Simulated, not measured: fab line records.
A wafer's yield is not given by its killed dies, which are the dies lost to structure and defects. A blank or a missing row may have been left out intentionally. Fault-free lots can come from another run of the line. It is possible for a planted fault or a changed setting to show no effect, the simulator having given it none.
A lot that was struck, set against a sound lot ; flow n5-finfet ; 15 out of 1938 route steps
Sound: the wafers L877.1, L877.3. Struck: wafer L872.4 (L872.1, L872.2, from the same lot, were not struck and are left out); the cause is given at the end.
At each step with rows: each side's tool, then ch and its chambers, then its first start. Under that, the readings that differ: sound wafers ; struck wafers ; difference of the means ; sigmas: that difference in standard deviations of wafers without a fault.
alike: readings with means less than 2 such deviations apart, plus words and numbers identical on both sides. not compared: withheld readings, readings lacking a value on some wafer, bounds such as >300 that could conceal the same value, and numbers that have no deviation in the record and whose values overlap.
A row with sigmas, a row that says differs or no value, or rows on one side alone: a step with any of these is where the two part. Non-overlapping numbers with no deviation appear without sigmas and do not part them. Lack of a reading on every wafer of one side parts them only where that side has two or more wafers.

first, 8 steps without rows for these wafers: N5_BEOL_M12_COAT_58 (time 60 s, resist thk 89 nm); N5_BEOL_M12_COAT_04 (resist thk 400 nm); N5_BEOL_M12_EBR_06; N5_BEOL_M12_SOFTBAKE_05 (time 60 s); N5_BEOL_M12_EXPOSE_07 (exposes mask V11); N5_BEOL_M12_PEB_08 (peb time 90 s); N5_BEOL_M12_DEVELOP_09 (develop time 45 s); N5_BEOL_M12_HARDBAKE_14 (time 120 s).
N5_BEOL_M12_CD_MEAS_10 targets a cd of 140 nm.
  sound on cd-sem-01 ch 0, day 14 16:41; struck on cd-sem-02 ch 0, day 13 08:19
  alike: cd-nm
N5_BEOL_M12_OVL_MEAS_11:
  sound on overlay-01 ch 0, day 14 16:43; struck on overlay-01 ch 0, day 13 08:21
  alike: V11_OVL
N5_BEOL_M12_INSPECT_12: inspects for defects (macro).
  sound on defect-inspect-01 at day 14 16:44; struck on defect-inspect-02 at day 13 08:22
  alike: raw-defect-count
N5_BEOL_M12_DESCUM_15: chemistry O2, time 7.9 s.
  sound on rie-diel-05 ch 2,3, day 14 16:46; struck on rie-diel-01 ch 0, day 13 08:24
  alike: drypump-motor-current-A, o2-flow-sccm, oes-product-au, rf-vpp-V, showerhead-plenum-p-Torr, throttle-valve-pct
  not compared: rf-hours-counter-h
N5_BEOL_M12_ETCH_59: etches BARC in N2/H2, target depth 89 nm, overetch 26.7 nm, time 67.9 s.
  sound on rie-diel-05 ch 2,3, day 14 16:48; struck on rie-diel-01 ch 0, day 13 08:26
reading;sound;struck;difference;sigmas
h2-flow-sccm (sccm);199.7 200.7;179.3;-20.9;-35
throttle-valve-pct (%);17.83 17.98;17.42;-0.48;-2
  alike: drypump-motor-current-A, oes-product-au, rf-vpp-V, showerhead-plenum-p-Torr
  not compared: rf-hours-counter-h
N5_BEOL_M12_VIA_ETCH_16: etches SiOC in C4F8/O2/Ar, target depth 724.8 nm.
  sound on rie-diel-05 ch 2,3, day 14 16:51; struck on rie-diel-01 ch 0, day 13 08:29
  alike: O2_flow_sccm, drypump-motor-current-A, oes-product-au, rf-vpp-V, showerhead-plenum-p-Torr, throttle-valve-pct
N5_PASSIVATION_PROBE_49:
  sound on prober-02 at day 16 10:31; struck on prober-01 at day 14 20:59
  alike: defect-limited-yield, killed_at_M0_to_M3, killed_at_M4_up, killed-at-contacts, killed-at-front-end, killed-at-other, killed-dies, killed-open, killed-short, sort_bin_5_function, sort_bin_6_memory, sort-n-pass, sort-yield-pct

## WHERE THEY PART
Only at N5_BEOL_M12_ETCH_59, within this record. Later steps at which nothing parts them and some readings are alike: N5_BEOL_M12_VIA_ETCH_16, N5_PASSIVATION_PROBE_49.

WHY: whatever the simulator had introduced
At N5_BEOL_M12_ETCH_59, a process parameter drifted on rie-diel-01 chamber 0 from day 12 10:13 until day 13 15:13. Setting h2-flow-sccm shifted by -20 from 200. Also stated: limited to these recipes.
